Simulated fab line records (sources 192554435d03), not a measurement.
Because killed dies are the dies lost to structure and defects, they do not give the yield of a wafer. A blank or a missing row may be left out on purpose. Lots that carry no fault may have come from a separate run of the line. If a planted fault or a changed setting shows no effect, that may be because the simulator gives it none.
Chamber matching	flow n5Finfet	4 sister chambers for N5_FIN_SAQP_ETCH_52 on rieDiel-04
The step etches SOC in N2/H2, target depth 100 nm, overetch 20 nm, time 150 s. 8 wafers are shown with their chamber, then 11 later ones without.

== EACH WAFER AND ITS CHAMBER ==
wafer	chamber	showerheadPlenumPTorr (Torr)	throttleValvePct (%)
L077.5	2	2.43	17.89
L078.2	2	2.43	17.90
L081.6	3	2.60	18.18
L084.1	0	2.42	18.19
L084.4	0	2.42	18.19
L091.3	3	2.60	17.75
L091.6	1	2.51	17.70
L093.1	1	2.50	17.71

== WAFERS WHOSE CHAMBER IS MISSING ==
wafer	showerheadPlenumPTorr (Torr)	throttleValvePct (%)
L093.3	2.42	18.22
L093.6	2.42	17.95
L094.2	2.42	17.95
L094.3	2.50	17.70
L094.5	2.42	17.97
L096.1	2.59	17.76
L096.3	2.41	18.24
L096.5	2.42	17.97
L097.1	2.42	17.98
L097.3	2.41	18.25
L097.5	2.42	17.98

== EACH ONE'S CHAMBER ==
wafer	from the rows above	in truth
L093.3	0	0
L093.6	can't be placed: 0 or 2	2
L094.2	can't be placed: 0 or 2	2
L094.3	1	1
L094.5	can't be placed: 0 or 2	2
L096.1	3	3
L096.3	0	0
L096.5	can't be placed: 0 or 2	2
L097.1	can't be placed: 0 or 2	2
L097.3	0	0
L097.5	can't be placed: 0 or 2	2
Correctly placed: 5 of 11. Not placeable from these rows: 6 (in 6, the candidates include the true chamber). 0 placed wrongly.
How it was worked out, from the rows above alone: a wafer's distance from a chamber is the root of the sum, over the readings, of the square of ((its reading less the chamber's mean) divided by the reading's scatter). If the next closest chamber is less than 2 further off than the closest, the wafer can't be placed; otherwise it belongs to the closest. Each chamber's mean is taken over the wafers shown for it. How the scatter is found: for the shown wafers, subtract from each reading the mean of its chamber, square and add these, divide the total by (wafers less chambers), then take the root.
